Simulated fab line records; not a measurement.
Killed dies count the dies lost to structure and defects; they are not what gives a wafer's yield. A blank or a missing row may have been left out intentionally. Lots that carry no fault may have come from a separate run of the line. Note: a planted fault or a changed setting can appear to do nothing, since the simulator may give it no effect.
Chamber matching    flow n5Finfet    N5_SD_EPI_N_ETCH_45 on rieDiel-02: 4 sister chambers
The step etches SiOCN in CH3F/O2, target depth 6 nm. 16 wafers are shown with their chamber, then 8 later ones without.

WAFERS PAIRED WITH THEIR CHAMBERS
wafer   chamber  throttleValvePct (%)  showerheadPlenumPTorr (Torr)  oesProductAu (a.u.)
L083.1  1        23.62                 1.98                          0.70
L083.2  3        23.29                 1.97                          0.70
L083.5  3        23.27                 1.96                          0.69
L085.3  3        23.29                 1.96                          0.68
L085.5  3        23.28                 1.96                          0.68
L085.6  2        23.09                 2.09                          0.79
L086.1  3        23.28                 1.96                          0.69
L086.2  1        23.61                 1.98                          0.70
L086.4  2        23.07                 2.09                          0.79
L088.1  3        23.30                 1.96                          0.68
L088.2  1        23.62                 1.98                          0.71
L088.4  2        23.10                 2.09                          0.79
L090.1  1        23.64                 1.97                          0.69
L090.2  2        23.09                 2.09                          0.78
L090.4  0        23.61                 2.02                          0.85
L092.3  0        23.62                 2.02                          0.84

SIGNATURES (means of the wafers above)
reading                chamber 0  chamber 1  chamber 2  chamber 3  scatter within a chamber
throttleValvePct       23.6150    23.6225    23.0875    23.2850    0.0114
showerheadPlenumPTorr  2.0200     1.9775     2.0900     1.9617     0.00363
oesProductAu           0.8450     0.7000     0.7875     0.6867     0.00741
Rule: distance of a wafer from a chamber = root of the sum over the readings of ((wafer's reading minus chamber's mean) / reading's scatter) squared. If the next closest chamber is less than 2 further off than the closest, the wafer can't be placed; otherwise it belongs to the closest. The scatter: the root of (the sum of the squares of (reading less its chamber's mean) over the shown wafers, divided by (wafers less chambers)).

WAFERS WHOSE CHAMBER IS MISSING
wafer   throttleValvePct (%)  showerheadPlenumPTorr (Torr)  oesProductAu (a.u.)
L092.4  23.63                 1.97                          0.69
L092.5  23.64                 1.97                          0.69
L093.1  23.08                 1.96                          0.98
L093.3  23.11                 2.08                          0.77
L093.5  23.07                 1.96                          0.98
L094.1  23.10                 2.08                          0.77
L094.2  23.65                 1.97                          0.69
L094.5  23.12                 2.08                          0.77

WHICH CHAMBER EACH WENT THROUGH
wafer   from the rows above      in truth
L092.4  1                        1
L092.5  1                        1
L093.1  can't be placed: 3 or 2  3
L093.3  2                        2
L093.5  can't be placed: 3 or 2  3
L094.1  2                        2
L094.2  1                        1
L094.5  2                        2
Correct placement for 6 of the 8. From these rows, 2 cannot be placed; in 2 the true chamber is one of the candidates. Placed wrongly: 0.
